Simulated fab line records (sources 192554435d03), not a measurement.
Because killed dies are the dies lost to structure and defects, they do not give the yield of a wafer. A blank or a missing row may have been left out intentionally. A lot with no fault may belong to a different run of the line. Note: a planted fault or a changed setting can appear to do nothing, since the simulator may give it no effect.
Which tool did it?	flow n5_finfet	12 lots, 36 wafers sampled, at 2 steps of a route of 1938

WHAT THE GAUGES SHOWED, per wafer
N5_BEOL_M0_SAQP_THK_MEAS_05.
lot	measured	on	thk_nm (nm)
L075	day 5 22:13	film_metro-02	57.0 60.5 58.7
L077	day 6 07:32	film_metro-01	59.4 59.5 60.6
L079	day 6 20:32	film_metro-02	60.6 61.3 62.3
L081	day 7 15:49	film_metro-02	60.0 60.7 59.6
L083	day 7 21:53	film_metro-02	58.5 59.1 59.6
L085	day 8 11:04	film_metro-02	59.0 61.0 60.6
L087	day 9 01:49	film_metro-02	60.7 60.6 60.8
L089	day 9 10:50	film_metro-02	59.4 58.6 60.3
L090	day 9 20:17	film_metro-01	60.1 59.0 60.0
L093	day 10 09:03	film_metro-02	61.2 61.0 61.4
L095	day 10 22:41	film_metro-02	59.0 59.7 59.6
L096	day 11 07:31	film_metro-02	58.9 59.1 57.9

EACH LOT AND THE TOOL THAT RAN IT (in order: tool; ch and the chambers of the sampled wafers; start)
lot	N5_MOL_CONTACT_COAG_CMP_52
L075	cmp-04 ch 0,1,2, day 5 17:37
L077	cmp-04 ch 0,3, day 6 02:58
L079	cmp-04 ch 2,3, day 6 15:54
L081	cmp-01 ch 0,3, day 7 11:41
L083	cmp-01 ch 0,1,2, day 7 15:20
L085	cmp-01 ch 0,1,2, day 8 05:16
L087	cmp-04 ch 0,2, day 8 19:17
L089	cmp-03 ch 0,1,3, day 9 04:34
L090	cmp-01 ch 1,2, day 9 11:47
L093	cmp-01 ch 0,1,3, day 10 03:16
L095	cmp-01 ch 0,2,3, day 10 12:36
L096	cmp-04 ch 1,2,3, day 11 00:22
- N5_MOL_CONTACT_COAG_CMP_52: polishes, stops on SiO2, t overpolish 1.5 s, target thk 66.5 nm.

THE ANSWER, worked out from the rows above alone
Rule: the lots themselves supply what counts as usual. Put in order of their means at a reading, lots are off if they are a third of the lots or fewer, leave a main group of 4 or more, and stand apart from it by a gap of 3 or more times the standard deviation of the main group's means; of several such gaps the widest counts. The tables above print the reading to a certain number of digits; a main group whose means all agree to those digits is not used. Also off: a lot with no number at a reading for which 4 or more lots have one. Where the step has rows for the other lots, those lots are counted as sound.
No lot is off on any of the readings shown, so nothing can be concluded from this.

WHAT THE SIMULATOR PUT IN
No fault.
